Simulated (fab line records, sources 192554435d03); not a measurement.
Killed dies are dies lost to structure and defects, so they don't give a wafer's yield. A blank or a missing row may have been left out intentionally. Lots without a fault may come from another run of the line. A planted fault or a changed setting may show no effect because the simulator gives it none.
fab line records + flow n5Finfet + part 2 of 2: steps 5 to 6 of 6
[record]
- lots = 21
- wafers = 63
- lastDay = 18
route steps=1938 shown BEOL_M0@732 BEOL_M1@754
lots untouched by any fault: they come from a run of this same line in which no faults occurred
startH: hours from the record's opening day to when the first of the lot's shown wafers began + waitH: time in hours since the lot's previous step + " repeats the value in the row above + L1.1+2: a single row standing in for several wafers + - no value, or no start was given + * or withheld: withheld + < > ~ a bound
route shown NAME@n: NAME is a module with steps in the file, n the number in the route of the first one + usual: mean and standard deviation over wafers with no fault + same: alike in all rows + chamber/n: place in a boat + sites: each site's reading + _std_site: their standard deviation + _edge_site: the outer-site mean with the inner-site mean subtracted + radiusMm: for every site, how far away it sits from the centre of the wafer + mask NAME#n: copy n + behind: the tool/chamber that last shaped the wafer + hold: the reason the lot was held/the length of the hold in hours/how it ended + device: transistor that didn't switch, given as n, p or np + end of line: the route-end tests of the same wafers + a step without rows: its recipe alone + killed: count of dies lost to structure and defects at first sort (not the wafer's yield) + map: shows each die of a wafer: x if killed, . if not, _ if none is there
set.NAME: the setting that was run; set.NAME@STEP: the one run at that earlier step + model.NAME: the simulator's own value behind a step, which no gauge read
one table for each step of the route and one row for each wafer, over a sample of lots
services: a tool's chamber out of use, with start hour (startH, from the record's first day; less than 0 if before it), hours out, and reason
[[steps]]
[step N5_BEOL_M1_ETCH_69]
[recipe]
- chemistry = CF4
- target = SiARC
- targetDepthA = 156
- maskMaterial = CAR-EUV
- timeS = 26
- ionEnergyEv = 80
- pressureMtorr = 40
- sourceW = 545
- biasW = 36
- Ar_flow_sccm = 100
- cf4FlowSccm = 100
- ends = cleared
[usual]
- cf4FlowSccm = 100.0/0.31
- drypumpMotorCurrentA = 5.7/0.38
- etchRfOnTimeS = 26.0/0.44
- oesProductAu = 0.67/0.065
- rfVppV = 184.2/1.3
- showerheadPlenumPTorr = 2.16/0.08
- throttleValvePct = 15.52/0.27
| lot.wafer | tool       | chamber | startH | waitH | cf4FlowSccm | drypumpMotorCurrentA | etchRfOnTimeS | oesProductAu | rfHoursCounterH | rfVppV | showerheadPlenumPTorr | throttleValvePct |
|-----------|------------|---------|--------|-------|-------------|----------------------|---------------|--------------|-----------------|--------|-----------------------|------------------|
| L074.1    | rieDiel-03 | 2       | 126.88 | 0.0   | 100.5       | 5.2                  | 26.1          | 0.65         | 150             | 182.7  | 2.06                  | 15.24            |
| L074.2    | "          | 0       | "      | "     | 100.4       | 5.2                  | 25.8          | 0.73         | 49              | 184.5  | 2.27                  | 15.21            |
| L074.3    | "          | 1       | "      | "     | 99.7        | 6.0                  | 26.4          | 0.69         | 75              | 186.4  | 2.26                  | 15.20            |
| L077.3    | rieDiel-06 | 0       | 142.46 | 0.0   | 100.1       | 5.8                  | 26.2          | 0.78         | 28              | 182.7  | 2.09                  | 15.55            |
| L077.4    | "          | 1       | "      | "     | 99.5        | 5.9                  | 25.8          | 0.76         | 31              | 185.5  | 2.17                  | 15.05            |
| L077.6    | "          | 1       | "      | "     | 100.3       | 5.9                  | 25.9          | 0.76         | -               | 183.6  | 2.17                  | 15.05            |
| L075.3    | rieDiel-03 | 3       | 143.54 | 0.0   | 100.2       | 5.9                  | 25.3          | 0.60         | 229             | 184.3  | 2.20                  | 15.99            |
| L075.4    | "          | 0       | "      | "     | 99.9        | 5.2                  | 26.0          | 0.72         | -               | 185.2  | 2.27                  | 15.21            |
| L075.6    | "          | 2       | "      | "     | 99.9        | 5.2                  | 26.3          | 0.65         | -               | 183.5  | 2.05                  | 15.27            |
| L076.3    | rieDiel-06 | 3       | 144.66 | 0.0   | 99.9        | 5.3                  | 25.6          | 0.74         | 54              | 186.7  | 2.27                  | 15.63            |
| L076.4    | "          | 1       | "      | "     | 99.9        | 5.9                  | 25.8          | 0.76         | 32              | 183.8  | 2.17                  | 15.04            |
| L076.6    | "          | 2       | "      | "     | 100.2       | 5.2                  | 26.1          | 0.62         | -               | 184.7  | 2.14                  | 15.98            |
| L078.2    | rieDiel-06 | 1       | 147.73 | 0.0   | 99.9        | 5.9                  | 25.8          | 0.75         | 33              | 183.4  | 2.17                  | 15.07            |
| L078.4    | "          | 3       | "      | "     | 99.8        | 5.3                  | 25.5          | 0.74         | 55              | 186.6  | 2.27                  | 15.61            |
| L078.5    | "          | 0       | "      | "     | 100.0       | 5.8                  | 26.0          | 0.78         | -               | 183.6  | 2.09                  | 15.54            |
| L079.3    | rieDiel-06 | 3       | 149.77 | 0.0   | 99.6        | 5.3                  | 25.5          | 0.74         | 56              | 184.8  | 2.27                  | 15.61            |
| L079.4    | "          | 0       | "      | "     | 100.2       | 5.8                  | 25.9          | 0.78         | 30              | 184.6  | 2.09                  | 15.54            |
| L079.6    | "          | 0       | "      | "     | 99.4        | 5.8                  | 26.3          | 0.77         | -               | 182.0  | 2.09                  | 15.52            |
| L080.1    | rieDiel-01 | 3       | 159.03 | 0.0   | 99.7        | 6.2                  | 25.8          | 0.78         | 41              | 181.6  | 2.10                  | 15.36            |
| L080.4    | "          | 1       | "      | "     | 100.0       | 5.8                  | 25.6          | 0.62         | 188             | 182.9  | 2.14                  | 15.54            |
| L080.6    | "          | 1       | "      | "     | 99.7        | 5.8                  | 25.3          | 0.63         | -               | 183.5  | 2.14                  | 15.54            |
| L081.1    | rieDiel-03 | 3       | 166.20 | 0.0   | 99.0        | 5.9                  | 25.4          | 0.59         | 236             | 183.6  | 2.20                  | 16.03            |
| L081.2    | "          | 1       | "      | "     | 100.0       | 6.0                  | 26.8          | 0.68         | 81              | 185.8  | 2.26                  | 15.20            |
| L081.5    | "          | 3       | "      | "     | 99.6        | 5.9                  | 25.5          | 0.59         | -               | 187.0  | 2.20                  | 16.01            |
| L082.1    | rieDiel-01 | 3       | 171.09 | 0.0   | 100.3       | 6.2                  | 26.2          | 0.76         | 44              | 184.7  | 2.10                  | 15.37            |
| L082.4    | "          | 1       | "      | "     | 100.4       | 5.9                  | 25.6          | 0.62         | 191             | 183.3  | 2.14                  | 15.53            |
| L082.5    | "          | 3       | "      | "     | 99.9        | 6.3                  | 26.3          | 0.76         | -               | 182.2  | 2.10                  | 15.36            |
| L083.1    | rieDiel-01 | 1       | 182.59 | 0.0   | 100.0       | 5.8                  | 25.4          | 0.62         | 194             | 183.9  | 2.13                  | 15.54            |
| L083.2    | "          | 3       | "      | "     | 99.8        | 6.3                  | 26.0          | 0.76         | 48              | 183.7  | 2.10                  | 15.38            |
| L083.5    | "          | 3       | "      | "     | 99.5        | 6.2                  | 25.9          | 0.77         | -               | 182.9  | 2.10                  | 15.38            |
| L085.2    | rieDiel-01 | 0       | 197.92 | 0.0   | 100.1       | 5.2                  | 26.2          | 0.61         | 179             | 185.4  | 2.21                  | 15.69            |
| L085.4    | "          | 2       | "      | "     | 100.0       | 6.1                  | 25.5          | 0.60         | 223             | 182.6  | 2.04                  | 15.79            |
| L085.6    | "          | 1       | "      | "     | 100.6       | 5.8                  | 25.4          | 0.62         | -               | 184.8  | 2.13                  | 15.56            |
| L086.1    | rieDiel-01 | 2       | 201.24 | 0.0   | 100.1       | 6.1                  | 25.4          | 0.60         | 225             | 181.6  | 2.03                  | 15.78            |
| L086.2    | "          | 1       | "      | "     | 99.6        | 5.8                  | 25.6          | 0.62         | 200             | 182.9  | 2.13                  | 15.55            |
| L086.4    | "          | 0       | "      | "     | 100.0       | 5.2                  | 26.3          | 0.61         | 181             | 183.8  | 2.21                  | 15.67            |
| L087.1    | rieDiel-03 | 0       | 208.65 | 0.0   | 99.8        | 5.2                  | 26.1          | 0.70         | 71              | 184.0  | 2.27                  | 15.24            |
| L087.2    | "          | 2       | "      | "     | 99.8        | 5.2                  | 26.4          | 0.63         | 173             | 183.9  | 2.05                  | 15.28            |
| L087.6    | "          | 0       | "      | "     | 100.1       | 5.2                  | 26.2          | 0.71         | -               | 185.1  | 2.27                  | 15.26            |
| L088.2    | rieDiel-03 | 3       | 208.76 | 0.0   | 99.7        | 5.9                  | 25.6          | 0.59         | 246             | 183.7  | 2.20                  | 16.03            |
| L088.5    | "          | 1       | "      | "     | 99.6        | 6.0                  | 27.0          | 0.67         | -               | 184.1  | 2.25                  | 15.23            |
| L088.6    | "          | 0       | "      | "     | 100.2       | 5.2                  | 26.3          | 0.71         | -               | 185.3  | 2.27                  | 15.24            |
| L090.2    | rieDiel-06 | 2       | 220.39 | 0.0   | 99.9        | 5.2                  | 26.4          | 0.60         | 220             | 184.2  | 2.14                  | 16.03            |
| L090.3    | "          | 1       | "      | "     | 99.9        | 5.9                  | 25.9          | 0.73         | 50              | 183.8  | 2.17                  | 15.09            |
| L090.4    | "          | 0       | "      | "     | 100.3       | 5.8                  | 26.2          | 0.76         | 49              | 182.6  | 2.08                  | 15.60            |
| L089.3    | rieDiel-01 | 1       | 222.86 | 0.0   | 99.8        | 5.8                  | 25.7          | 0.61         | 207             | 184.1  | 2.13                  | 15.56            |
| L089.4    | "          | 0       | "      | "     | 100.1       | 5.2                  | 26.5          | 0.61         | 187             | 184.3  | 2.20                  | 15.71            |
| L089.5    | "          | 0       | "      | "     | 100.1       | 5.2                  | 26.3          | 0.61         | -               | 183.8  | 2.20                  | 15.71            |
| L092.2    | rieDiel-03 | 2       | 239.30 | 0.0   | 99.9        | 5.2                  | 26.3          | 0.62         | 181             | 182.9  | 2.05                  | 15.31            |
| L092.5    | "          | 1       | "      | "     | 100.6       | 6.0                  | 26.5          | 0.67         | -               | 186.3  | 2.25                  | 15.26            |
| L092.6    | "          | 2       | "      | "     | 99.5        | 5.2                  | 26.2          | 0.63         | -               | 183.3  | 2.04                  | 15.30            |
| L093.1    | rieDiel-01 | 0       | 239.52 | 0.0   | 100.4       | 5.2                  | 26.1          | 0.61         | 192             | 185.2  | 2.20                  | 15.70            |
| L093.2    | "          | 2       | "      | "     | 99.7        | 6.1                  | 25.1          | 0.59         | 236             | 181.3  | 2.03                  | 15.81            |
| L093.3    | "          | 3       | "      | "     | 100.0       | 6.2                  | 26.0          | 0.74         | 64              | 181.4  | 2.09                  | 15.41            |
| L095.2    | rieDiel-03 | 0       | 247.62 | 0.0   | 99.7        | 5.2                  | 26.0          | 0.70         | 81              | 185.8  | 2.26                  | 15.26            |
| L095.4    | "          | 3       | "      | "     | 99.6        | 5.9                  | 25.5          | 0.85         | 0               | 184.6  | 2.20                  | 15.54            |
| L095.5    | "          | 1       | "      | "     | 99.9        | 6.0                  | 26.8          | 0.66         | -               | 186.4  | 2.25                  | 15.24            |
| L096.1    | rieDiel-06 | 1       | 253.31 | 0.0   | 100.1       | 5.9                  | 25.3          | 0.73         | 61              | 184.9  | 2.16                  | 15.13            |
| L096.2    | "          | 3       | "      | "     | 100.7       | 5.3                  | 25.6          | 0.71         | 86              | 186.7  | 2.26                  | 15.70            |
| L096.4    | "          | 0       | "      | "     | 100.4       | 5.8                  | 25.8          | 0.74         | 60              | 184.7  | 2.08                  | 15.60            |
| L097.4    | rieDiel-01 | 2       | 267.81 | 0.0   | 100.8       | 6.1                  | 25.2          | 0.59         | 245             | 182.7  | 2.03                  | 15.83            |
| L097.5    | "          | 3       | "      | "     | 100.5       | 6.2                  | 26.4          | 0.73         | -               | 182.9  | 2.09                  | 15.44            |
| L097.6    | "          | 2       | "      | "     | 100.4       | 6.1                  | 25.5          | 0.59         | -               | 184.2  | 2.03                  | 15.83            |
[step N5_BEOL_M1_STRIP_97]
[recipe]
- chemistry = N2/H2
- timeS = 10
- powerW = 450
- tempC = 40
- pressureMtorr = 20
- rfFrequencyHz = 6e+07
- biasPowerW = 7
- n2FlowSccm = 200
- h2FlowSccm = 200
[usual]
- drypumpMotorCurrentA = 5.7/0.38
- oesProductAu = 0.78/0.082
- rfVppV = 59.0/0.84
- showerheadPlenumPTorr = 2.54/0.096
- tempC = 40.01/0.1
- throttleValvePct = 23.5/0.41
| lot.wafer | tool       | chamber | startH | waitH | drypumpMotorCurrentA | oesProductAu | rfHoursCounterH | rfVppV | showerheadPlenumPTorr | tempC | throttleValvePct |
|-----------|------------|---------|--------|-------|----------------------|--------------|-----------------|--------|-----------------------|-------|------------------|
| L074.1    | rieDiel-01 | 0       | -      | -     | 5.2                  | 0.73         | 162             | 59.5   | 2.65                  | 39.90 | 23.8             |
| L074.2    | "          | 3       | "      | "     | 6.3                  | 0.91         | 34              | 59.0   | 2.48                  | 40.15 | 23.2             |
| L074.3    | "          | 1       | "      | "     | 5.9                  | 0.71         | 181             | 58.5   | 2.52                  | 40.07 | 23.2             |
| L077.3    | rieDiel-03 | 2       | -      | -     | 5.2                  | 0.78         | 155             | 59.0   | 2.45                  | 40.17 | 23.2             |
| L077.4    | "          | 0       | "      | "     | 5.2                  | 0.86         | -               | 60.0   | 2.70                  | 40.08 | 23.4             |
| L077.6    | "          | 3       | "      | "     | 5.9                  | 0.70         | -               | 58.6   | 2.64                  | 39.99 | 24.7             |
| L075.3    | rieDiel-06 | 3       | -      | -     | 5.3                  | 0.86         | 55              | 60.2   | 2.67                  | 40.11 | 23.6             |
| L075.4    | "          | 0       | "      | "     | 5.8                  | 0.93         | 29              | 59.1   | 2.47                  | 39.84 | 23.2             |
| L075.6    | "          | 3       | "      | "     | 5.3                  | 0.86         | -               | 60.2   | 2.67                  | 40.02 | 23.6             |
| L076.3    | rieDiel-03 | 2       | -      | -     | 5.2                  | 0.77         | 157             | 59.0   | 2.45                  | 40.06 | 23.2             |
| L076.4    | "          | 0       | "      | "     | 5.3                  | 0.86         | -               | 60.6   | 2.70                  | 40.01 | 23.5             |
| L076.6    | "          | 2       | "      | "     | 5.2                  | 0.77         | -               | 58.2   | 2.45                  | 40.15 | 23.2             |
| L078.2    | rieDiel-01 | 2       | -      | -     | 6.1                  | 0.71         | 209             | 58.5   | 2.40                  | 39.94 | 23.6             |
| L078.4    | "          | 0       | "      | "     | 5.2                  | 0.72         | 167             | 59.2   | 2.64                  | 40.07 | 23.8             |
| L078.5    | "          | 1       | "      | "     | 5.9                  | 0.71         | -               | 60.7   | 2.52                  | 39.95 | 23.2             |
| L080.1    | rieDiel-01 | 2       | -      | -     | 6.1                  | 0.71         | 212             | 57.6   | 2.40                  | 40.15 | 23.6             |
| L080.4    | "          | 3       | "      | "     | 6.2                  | 0.91         | 41              | 57.8   | 2.48                  | 39.91 | 23.2             |
| L080.6    | "          | 2       | "      | "     | 6.1                  | 0.71         | -               | 60.0   | 2.40                  | 40.08 | 23.6             |
| L079.3    | rieDiel-06 | 2       | -      | -     | 5.2                  | 0.71         | 201             | 58.5   | 2.52                  | 39.92 | 24.0             |
| L079.4    | "          | 0       | "      | "     | 5.8                  | 0.92         | 32              | 58.7   | 2.47                  | 39.97 | 23.2             |
| L079.6    | "          | 1       | "      | "     | 5.9                  | 0.88         | -               | 58.1   | 2.58                  | 39.91 | 23.0             |
| L081.1    | rieDiel-06 | 0       | -      | -     | 5.8                  | 0.92         | 34              | 60.6   | 2.47                  | 39.88 | 23.2             |
| L081.2    | "          | 3       | "      | "     | 5.3                  | 0.84         | 59              | 58.2   | 2.67                  | 40.19 | 23.6             |
| L081.5    | "          | 2       | "      | "     | 5.2                  | 0.71         | -               | 59.2   | 2.52                  | 40.01 | 24.0             |
| L082.1    | rieDiel-01 | 3       | -      | -     | 6.3                  | 0.90         | 45              | 57.9   | 2.47                  | 40.17 | 23.2             |
| L082.4    | "          | 2       | "      | "     | 6.1                  | 0.71         | 215             | 58.5   | 2.40                  | 40.10 | 23.6             |
| L082.5    | "          | 3       | "      | "     | 6.2                  | 0.90         | -               | 58.0   | 2.47                  | 40.12 | 23.2             |
| L083.1    | rieDiel-06 | 1       | -      | -     | 5.9                  | 0.87         | 44              | 57.3   | 2.57                  | 40.19 | 23.0             |
| L083.2    | "          | 3       | "      | "     | 5.3                  | 0.84         | 64              | 61.1   | 2.67                  | 40.02 | 23.6             |
| L083.5    | "          | 3       | "      | "     | 5.3                  | 0.85         | -               | 59.6   | 2.67                  | 40.04 | 23.6             |
| L085.2    | rieDiel-01 | 0       | -      | -     | 5.2                  | 0.71         | 181             | 58.5   | 2.64                  | 40.08 | 23.9             |
| L085.4    | "          | 3       | "      | "     | 6.3                  | 0.88         | 54              | 58.8   | 2.47                  | 39.87 | 23.2             |
| L085.6    | "          | 1       | "      | "     | 5.9                  | 0.70         | -               | 59.6   | 2.52                  | 40.10 | 23.3             |
| L086.1    | rieDiel-03 | 1       | -      | -     | 6.0                  | 0.79         | 92              | 59.2   | 2.68                  | 40.12 | 23.1             |
| L086.2    | "          | 2       | "      | "     | 5.3                  | 0.74         | 173             | 59.1   | 2.44                  | 40.03 | 23.2             |
| L086.4    | "          | 3       | "      | "     | 5.9                  | 0.68         | 246             | 58.8   | 2.63                  | 40.04 | 24.7             |
| L087.1    | rieDiel-06 | 2       | -      | -     | 5.2                  | 0.71         | 218             | 59.5   | 2.52                  | 40.04 | 24.0             |
| L087.2    | "          | 0       | "      | "     | 5.8                  | 0.89         | 47              | 59.8   | 2.46                  | 39.93 | 23.3             |
| L087.6    | "          | 0       | "      | "     | 5.8                  | 0.90         | -               | 58.5   | 2.46                  | 40.18 | 23.3             |
| L088.2    | rieDiel-03 | 3       | -      | -     | 5.9                  | 0.67         | 247             | 60.1   | 2.63                  | 39.98 | 24.7             |
| L088.5    | "          | 2       | "      | "     | 5.2                  | 0.74         | -               | 59.2   | 2.44                  | 39.96 | 23.3             |
| L088.6    | "          | 3       | "      | "     | 5.8                  | 0.69         | -               | 58.8   | 2.63                  | 40.03 | 24.7             |
| L090.2    | rieDiel-01 | 1       | -      | -     | 5.8                  | 0.71         | 206             | 59.2   | 2.51                  | 40.13 | 23.3             |
| L090.3    | "          | 2       | "      | "     | 6.1                  | 0.70         | 230             | 59.2   | 2.40                  | 39.95 | 23.6             |
| L090.4    | "          | 3       | "      | "     | 6.2                  | 0.88         | 58              | 59.7   | 2.47                  | 39.97 | 23.2             |
| L089.3    | rieDiel-01 | 3       | -      | -     | 6.2                  | 0.87         | 59              | 59.7   | 2.47                  | 40.07 | 23.2             |
| L089.4    | "          | 2       | "      | "     | 6.1                  | 0.69         | 230             | 58.3   | 2.40                  | 39.89 | 23.6             |
| L089.5    | "          | 2       | "      | "     | 6.1                  | 0.70         | -               | 58.6   | 2.40                  | 40.09 | 23.6             |
| L092.2    | rieDiel-01 | 2       | -      | -     | 6.1                  | 0.69         | 237             | 59.3   | 2.39                  | 40.05 | 23.6             |
| L092.5    | "          | 2       | "      | "     | 6.1                  | 0.70         | -               | 58.9   | 2.39                  | 40.04 | 23.6             |
| L092.6    | "          | 3       | "      | "     | 6.2                  | 0.86         | -               | 58.1   | 2.47                  | 40.19 | 23.2             |
| L093.1    | rieDiel-01 | 3       | -      | -     | 6.2                  | 0.86         | 65              | 57.6   | 2.47                  | 39.89 | 23.2             |
| L093.2    | "          | 2       | "      | "     | 6.1                  | 0.69         | 237             | 57.4   | 2.39                  | 39.93 | 23.6             |
| L093.3    | "          | 1       | "      | "     | 5.8                  | 0.70         | 213             | 58.9   | 2.51                  | 39.93 | 23.3             |
| L095.2    | rieDiel-06 | 2       | -      | -     | 5.2                  | 0.69         | 231             | 60.1   | 2.51                  | 40.00 | 24.0             |
| L095.4    | "          | 0       | "      | "     | 5.8                  | 0.88         | -               | 59.3   | 2.46                  | 40.00 | 23.3             |
| L095.5    | "          | 1       | "      | "     | 5.9                  | 0.84         | -               | 58.7   | 2.56                  | 40.09 | 23.1             |
| L096.1    | rieDiel-01 | 1       | -      | -     | 5.8                  | 0.69         | 218             | 59.2   | 2.51                  | 39.98 | 23.3             |
| L096.2    | "          | 0       | "      | "     | 5.2                  | 0.70         | 197             | 59.3   | 2.63                  | 40.00 | 23.9             |
| L096.4    | "          | 3       | "      | "     | 6.3                  | 0.86         | 69              | 57.7   | 2.46                  | 39.80 | 23.2             |
| L097.4    | rieDiel-03 | 2       | -      | -     | 5.2                  | 0.73         | 191             | 58.8   | 2.43                  | 40.16 | 23.3             |
| L097.5    | "          | 3       | "      | "     | 5.9                  | 0.95         | -               | 59.7   | 2.63                  | 39.98 | 24.4             |
| L097.6    | "          | 0       | "      | "     | 5.2                  | 0.81         | -               | 60.9   | 2.68                  | 39.94 | 23.5             |
[[services]]
| tool          | chamber | startH | hours | kind                        |
|---------------|---------|--------|-------|-----------------------------|
| rieDiel-06    | 1       | 108.93 | 13.4  | repair                      |
| pvdSputter-03 | -       | 124.48 | 12.1  | repair                      |
| pvdSputter-01 | -       | 129.67 | 3.7   | repair                      |
| pvdSputter-03 | -       | 150.18 | 7.7   | repair                      |
| rieDiel-06    | 0       | 191.26 | 3.2   | repair                      |
| rieDiel-03    | 0       | 195.40 | 6.6   | repair                      |
| rieDiel-06    | 1       | 206.40 | 12.2  | repair                      |
| rieDiel-06    | -       | 215.37 | 0.3   | repair                      |
| rieDiel-03    | 3       | 218.34 | 1.6   | repair                      |
| rieDiel-03    | -       | 218.39 | 7.2   | repair                      |
| rieDiel-03    | 3       | 231.56 | -     | clean                       |
| rieDiel-03    | 3       | 231.56 | -     | consumableReplace:focusRing |
| rieDiel-03    | 3       | 231.56 | 15.0  | scheduledDown               |
| rieDiel-03    | 3       | 231.56 | 15.0  | ventCycle                   |
| rieDiel-06    | 3       | 248.87 | 4.0   | repair                      |
